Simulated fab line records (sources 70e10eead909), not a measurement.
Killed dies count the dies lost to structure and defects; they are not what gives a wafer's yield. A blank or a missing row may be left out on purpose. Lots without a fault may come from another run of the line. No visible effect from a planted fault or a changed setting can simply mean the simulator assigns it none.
A struck lot beside a sound one | flow nand harc | 14 out of 1159 route steps
Sound: wafers L858.2, L858.3, L858.5. Struck: wafers L867.1, L867.6. (L867.2 of the same lot was not struck and is left out.) The cause comes at the end.
At each step with rows: each side's tool, then ch and its chambers, then its first start. Under that, the readings that differ: sound wafers | struck wafers | difference of the means | sigmas: that difference in standard deviations of wafers without a fault.
alike: readings with means less than 2 such deviations apart, plus words and numbers identical on both sides. not compared: withheld readings, readings lacking a value on some wafer, bounds such as >300 that could conceal the same value, and numbers that have no deviation in the record and whose values overlap.
The two part at a step that has a row with sigmas, a row that says differs or no value, or rows on one side only. Numbers that don't overlap but have no deviation are shown without sigmas and don't part them. A reading missing from all wafers of one side parts the sides only when that side holds two or more wafers.

first, 7 steps without rows for these wafers: NHARC_A_STAIRCASE_COAT_178; NHARC_A_STAIRCASE_SOFTBAKE_179 (time 170 s); NHARC_A_STAIRCASE_EBR_180; NHARC_A_STAIRCASE_EXPOSE_181 (exposes mask STAIR 2); NHARC_A_STAIRCASE_PEB_182 (peb time 130 s); NHARC_A_STAIRCASE_DEVELOP_183 (time 140 s); NHARC_A_STAIRCASE_HARDBAKE_185 (time 140 s).
NHARC_A_STAIRCASE_DESCUM_186: chemistry O2, time 3 s.
  sound on rie diel-02 ch 0,1, day 10 22:48; struck on rie diel-08 ch 1,3, day 12 22:32
  alike: chamber pressure mTorr, drypump motor current A, oes product au, rf vpp V, showerhead plenum p Torr, throttle valve pct
  not compared: rf hours counter h
NHARC_A_STAIRCASE_TRIM_187: chemistry O2, time 211.2 s.
  sound on rie diel-02 ch 0,3, day 10 22:54; struck on rie diel-08 ch 0, day 12 22:37
  alike: chamber pressure mTorr, drypump motor current A, oes product au, rf vpp V, showerhead plenum p Torr, throttle valve pct
  not compared: rf hours counter h
NHARC_A_STAIRCASE_ETCH_188: etches the open film in C4F8/O2, target depth 100 nm, time 40.5 s.
  sound: rie diel-02 ch 0,1,3; struck: rie diel-08 ch 2,3
  alike: bias w, chamber pressure mTorr, oes product au, rf vpp V
  not compared: rf hours counter h
NHARC_A_STAIRCASE_TRIM_189: chemistry O2, time 211.2 s.
  sound: rie diel-02 ch 0,1; struck: rie diel-08 ch 0,2
  alike: chamber pressure mTorr, drypump motor current A, oes product au, rf vpp V, showerhead plenum p Torr, throttle valve pct
  not compared: rf hours counter h
NHARC_A_STAIRCASE_ETCH_190: etches the open film in C4F8/O2, target depth 100 nm, time 40.5 s.
  sound on rie diel-02 ch 0,3, day 10 23:16; struck on rie diel-08 ch 0,2, day 12 23:04
  reading               | sound             | struck      | difference | sigmas
  oes product au (a.u.) | 0.958 0.960 0.940 | 0.791 0.778 | -0.168     | -15
  alike: bias w, chamber pressure mTorr, rf vpp V
  not compared: rf hours counter h
NHARC_A_STAIRCASE_TRIM_191: chemistry O2, time 211.2 s.
  sound: rie diel-02 ch 0,2,3; struck: rie diel-08 ch 1,2
  reading                        | sound             | struck      | difference | sigmas
  chamber pressure mTorr (mTorr) | 60.11 59.99 60.04 | 59.98 59.87 | -0.12      | -2
  alike: drypump motor current A, oes product au, rf vpp V, showerhead plenum p Torr, throttle valve pct
  not compared: rf hours counter h
-- the record jumps here: 9 days lie between the struck wafers' starts before and after (it left off in module A_STAIRCASE and takes up again in module END, whose first step shown is number 1159 of the route) --
NHARC_END_SORT_01:
  only the struck wafers appear in the record here, on prober-02 ch 0 at day 21 16:30; the sound ones have no rows

== WHERE THEY PART ==
At NHARC_A_STAIRCASE_ETCH_190 first; at NHARC_END_SORT_01 last (within this record only).

WHY: whatever the simulator had introduced
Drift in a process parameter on rie diel-08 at NHARC_A_STAIRCASE_ETCH_190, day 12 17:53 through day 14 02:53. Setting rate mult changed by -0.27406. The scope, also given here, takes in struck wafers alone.
